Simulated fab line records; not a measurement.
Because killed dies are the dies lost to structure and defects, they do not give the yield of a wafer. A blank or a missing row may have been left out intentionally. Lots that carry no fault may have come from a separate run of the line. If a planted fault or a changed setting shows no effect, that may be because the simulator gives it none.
Lot-split experiment / flow n5-finfet / 21 wafers read across 7 lots, on a route 1938 steps long

== ABOUT THE SPLIT ==
At N5_SD_ACTIVATION_LSA_01 (time 0.0008 s), the setting temp-c was moved away from the recipe's 1080 C on 6 of the 21 wafers read, by -3.1% to -0.9%. For the rest of the wafers, this setting stayed at what the recipe calls for.

There is no step in the file separating the split from the reading.

== THE READING ==
At N5_SD_ACTIVATION_RS_MEAS_03, a four-point-probe measurement gives RS_SD_N in ohm/sq. On this fab line, fault-free wafers typically give 21.9 ohm/sq with a standard deviation of 0.31 ohm/sq.

wafer=L085.2; tool, chamber at the split=laser-anneal-01, 0; temp-c as run, C=1080; against the recipe=recipe; RS_SD_N, ohm/sq=21.7; against lot-mates on the recipe=-
wafer=L085.4; tool, chamber at the split=laser-anneal-01, 0; temp-c as run, C=1080; against the recipe=recipe; RS_SD_N, ohm/sq=21.7; against lot-mates on the recipe=-
wafer=L085.6; tool, chamber at the split=laser-anneal-01, 0; temp-c as run, C=1080; against the recipe=recipe; RS_SD_N, ohm/sq=21.9; against lot-mates on the recipe=-
wafer=L090.2; tool, chamber at the split=laser-anneal-01, 0; temp-c as run, C=1080; against the recipe=recipe; RS_SD_N, ohm/sq=21.6; against lot-mates on the recipe=-
wafer=L090.3; tool, chamber at the split=laser-anneal-01, 0; temp-c as run, C=1058; against the recipe=-2.0%; RS_SD_N, ohm/sq=23.8; against lot-mates on the recipe=+2.2
wafer=L090.5; tool, chamber at the split=laser-anneal-01, 0; temp-c as run, C=1080; against the recipe=recipe; RS_SD_N, ohm/sq=21.5; against lot-mates on the recipe=-
wafer=L091.1; tool, chamber at the split=laser-anneal-02, 0; temp-c as run, C=1047; against the recipe=-3.1%; RS_SD_N, ohm/sq=24.8; against lot-mates on the recipe=+3.2
wafer=L091.3; tool, chamber at the split=laser-anneal-02, 0; temp-c as run, C=1080; against the recipe=recipe; RS_SD_N, ohm/sq=21.6; against lot-mates on the recipe=-
wafer=L091.6; tool, chamber at the split=laser-anneal-02, 0; temp-c as run, C=1047; against the recipe=-3.1%; RS_SD_N, ohm/sq=24.7; against lot-mates on the recipe=+3.1
wafer=L092.1; tool, chamber at the split=laser-anneal-01, 0; temp-c as run, C=1080; against the recipe=recipe; RS_SD_N, ohm/sq=22.0; against lot-mates on the recipe=-
wafer=L092.5; tool, chamber at the split=laser-anneal-01, 0; temp-c as run, C=1080; against the recipe=recipe; RS_SD_N, ohm/sq=22.2; against lot-mates on the recipe=-
wafer=L092.6; tool, chamber at the split=laser-anneal-01, 0; temp-c as run, C=1080; against the recipe=recipe; RS_SD_N, ohm/sq=21.7; against lot-mates on the recipe=-
wafer=L094.2; tool, chamber at the split=laser-anneal-01, 0; temp-c as run, C=1070; against the recipe=-0.9%; RS_SD_N, ohm/sq=22.9; against lot-mates on the recipe=no lot-mate on the recipe
wafer=L094.3; tool, chamber at the split=laser-anneal-01, 0; temp-c as run, C=1070; against the recipe=-0.9%; RS_SD_N, ohm/sq=22.8; against lot-mates on the recipe=no lot-mate on the recipe
wafer=L094.5; tool, chamber at the split=laser-anneal-01, 0; temp-c as run, C=1070; against the recipe=-0.9%; RS_SD_N, ohm/sq=22.7; against lot-mates on the recipe=no lot-mate on the recipe
wafer=L095.1; tool, chamber at the split=laser-anneal-02, 0; temp-c as run, C=1080; against the recipe=recipe; RS_SD_N, ohm/sq=21.6; against lot-mates on the recipe=-
wafer=L095.2; tool, chamber at the split=laser-anneal-02, 0; temp-c as run, C=1080; against the recipe=recipe; RS_SD_N, ohm/sq=21.8; against lot-mates on the recipe=-
wafer=L095.5; tool, chamber at the split=laser-anneal-02, 0; temp-c as run, C=1080; against the recipe=recipe; RS_SD_N, ohm/sq=21.8; against lot-mates on the recipe=-
wafer=L096.2; tool, chamber at the split=laser-anneal-01, 0; temp-c as run, C=1080; against the recipe=recipe; RS_SD_N, ohm/sq=22.4; against lot-mates on the recipe=-
wafer=L096.5; tool, chamber at the split=laser-anneal-01, 0; temp-c as run, C=1080; against the recipe=recipe; RS_SD_N, ohm/sq=22.4; against lot-mates on the recipe=-
wafer=L096.6; tool, chamber at the split=laser-anneal-01, 0; temp-c as run, C=1080; against the recipe=recipe; RS_SD_N, ohm/sq=22.3; against lot-mates on the recipe=-

THE FIT
A straight line over all 21 wafers: RS_SD_N changes by -0.943 ohm/sq for each +1% of temp-c; r = -0.96; the points scatter about the line by 0.27 ohm/sq.
The same after taking each lot's own level away (the mean of its wafers on the recipe; 18 wafers): -1.04 ohm/sq for each +1%; r = -0.99; scatter 0.12 ohm/sq.
That fit puts the effect of the largest move of temp-c on the reading at 3.2 ohm/sq.
From 21.55 to 22.37 ohm/sq: that is the span of the lots' own levels, equal to 2.6 times the standard deviation above.
The two slopes are in agreement: the lot-to-lot level therefore moves the slope only a little.
Check: for one of the wafers moved furthest among these (-3.1%), held out of the fit, the line's prediction against its lot-mates is +3.18 ohm/sq. It came out at +3.2 ohm/sq against them.
Tool readings at the split's step, against how far the setting was moved: wafer_temp_C_max r = +0.99.

== ADDITIONAL SPLITS CARRIED BY THESE WAFERS ==
Note: prior to the reading, these wafers also went through further splits. Each is held against what the fit with the lots' levels taken away leaves over:
other split on the same wafers=N5_ZERO_LAYER_COAT_05 spin-rpm; wafers away from the commonest value=4; r with RS_SD_N (lot level and that fit taken away)=-0.17
other split on the same wafers=N5_ZERO_LAYER_ETCH_18 icp-w; wafers away from the commonest value=3; r with RS_SD_N (lot level and that fit taken away)=-0.06
other split on the same wafers=N5_PMOS_HMC_CHANNEL_EPI_EXPOSE_06 dose-mj; wafers away from the commonest value=6; r with RS_SD_N (lot level and that fit taken away)=+0.01
other split on the same wafers=N5_PMOS_HMC_CHANNEL_EPI_DESCUM_14 time-s; wafers away from the commonest value=3; r with RS_SD_N (lot level and that fit taken away)=+0.02
other split on the same wafers=N5_FIN_CUT_COAT_29 spin-rpm; wafers away from the commonest value=6; r with RS_SD_N (lot level and that fit taken away)=-0.08
other split on the same wafers=N5_FIN_CUT_EXPOSE_05 dose-mj; wafers away from the commonest value=3; r with RS_SD_N (lot level and that fit taken away)=-0.15
other split on the same wafers=N5_DUMMY_GATE_EXPOSE_12 dose-mj; wafers away from the commonest value=10; r with RS_SD_N (lot level and that fit taken away)=-0.22
other split on the same wafers=N5_DUMMY_GATE_ETCH_37 source-w; wafers away from the commonest value=5; r with RS_SD_N (lot level and that fit taken away)=+0.30
other split on the same wafers=N5_SD_EPI_N_ETCH_45 target-depth-a; wafers away from the commonest value=8; r with RS_SD_N (lot level and that fit taken away)=-0.05
other split on the same wafers=N5_SD_EPI_N_ETCH_16 target-depth-a; wafers away from the commonest value=9; r with RS_SD_N (lot level and that fit taken away)=+0.04

== THE WHOLE CHAIN: every reading that the file lists as answering this split, in the file's order ==
step=N5_SD_ACTIVATION_LSA_01; what it does=time 0.0008 s; reading=wafer_temp_C_max; change (the file's fit)=withheld for each +1% of the setting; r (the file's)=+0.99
step=N5_SD_ACTIVATION_RS_MEAS_03; what it does=measures by four-point-probe; reading=RS_SD_N; change (the file's fit)=-1.04 for each +1% of the setting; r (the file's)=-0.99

== THE FILE'S OWN FIT ==
RS_SD_N changes by -1.04 ohm/sq for each +1% of temp-c, r = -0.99.
